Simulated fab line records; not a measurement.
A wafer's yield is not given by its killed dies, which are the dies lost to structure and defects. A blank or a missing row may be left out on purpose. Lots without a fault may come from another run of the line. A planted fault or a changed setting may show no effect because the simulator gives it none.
A lot that was struck, set against a sound lot    flow nand-harc    14 out of 1302 route steps
Sound: these wafers, L763.1, L763.4, L763.6. Struck: wafer L780.3. (L780.1, L780.4 of the same lot were not struck and are left out.) The cause comes at the end.
Order at every step that has rows: each side's tool, ch and its chambers, its first start. Under that, the readings that differ: sound wafers    struck wafers    difference of the means    sigmas: that difference in standard deviations of wafers without a fault.
alike: readings with means less than 2 such deviations apart, plus words and numbers identical on both sides. not compared: withheld readings, readings lacking a value on some wafer, bounds such as >300 that could conceal the same value, and numbers that have no deviation in the record and whose values overlap.
The two part at a step that has a row with sigmas, a row that says differs or no value, or rows on one side only. Numbers that don't overlap but have no deviation are shown without sigmas and don't part them. A reading that every wafer of one side lacks parts them only if that side has two wafers or more.

first, 8 steps without rows for these wafers: NHARC_A_BONDPAD_HMDS_02 (time 30 s); NHARC_A_BONDPAD_COAT_33 (time 65 s); NHARC_A_BONDPAD_COAT_03 (resist thk 600 nm); NHARC_A_BONDPAD_SOFTBAKE_04 (time 70 s); NHARC_A_BONDPAD_EBR_05; NHARC_A_BONDPAD_EXPOSE_06 (exposes mask A BPAD); NHARC_A_BONDPAD_PEB_07 (peb time 80 s); NHARC_A_BONDPAD_DEVELOP_08 (time 50 s).
NHARC_A_BONDPAD_CD_MEAS_09: the cd target is 500 nm.
  sound on cd-sem-02 ch 0, day 23 08:23; struck on cd-sem-01 ch 0, day 30 17:53
  alike: cd-nm
NHARC_A_BONDPAD_OVL_MEAS_35:
  struck on overlay-02, day 30 17:58; sound on overlay-02, day 23 08:28
  alike: overlay-x-nm, overlay-y-nm
then, 1 step without rows for these wafers: NHARC_A_BONDPAD_HARDBAKE_10 (time 65 s).
NHARC_A_BONDPAD_DESCUM_11: chemistry O2, time 3 s.
  sound on rie-diel-02 ch 0,1,3, day 23 08:37; struck on rie-diel-02 ch 0, day 30 18:05
  alike: drypump-motor-current-A, oes-product-au, rf-vpp-V, showerhead-plenum-p-Torr, throttle-valve-pct
  not compared: rf-hours-counter-h
NHARC_A_BONDPAD_ETCH_34: etches the open film in N2/H2, target depth 60 nm, overetch 18 nm, time 65.91 s.
  sound on rie-diel-02 ch 0,2, day 23 08:40; struck on rie-diel-02 ch 0, day 30 18:11
reading                sound              struck  difference  sigmas
oes-product-au (a.u.)  1.001 0.989 0.995  0.797   -0.198      -29
  alike: drypump-motor-current-A, rf-vpp-V, showerhead-plenum-p-Torr, throttle-valve-pct
  not compared: rf-hours-counter-h
NHARC_A_BONDPAD_ETCH_12: etches the open film in CHF3/O2, target depth 220 nm, time 110 s.
  sound: rie-diel-02 ch 0,3; struck: rie-diel-02 ch 2
  alike: drypump-motor-current-A, oes-product-au, rf-vpp-V, showerhead-plenum-p-Torr, throttle-valve-pct
  not compared: rf-hours-counter-h

WHERE THEY PART
Only at NHARC_A_BONDPAD_ETCH_34, within this record. Later steps at which nothing parts them and some readings are alike: NHARC_A_BONDPAD_ETCH_12.

WHY: the cause the simulator had injected
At NHARC_A_BONDPAD_ETCH_34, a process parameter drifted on rie-diel-02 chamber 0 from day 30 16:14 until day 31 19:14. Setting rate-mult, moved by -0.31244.
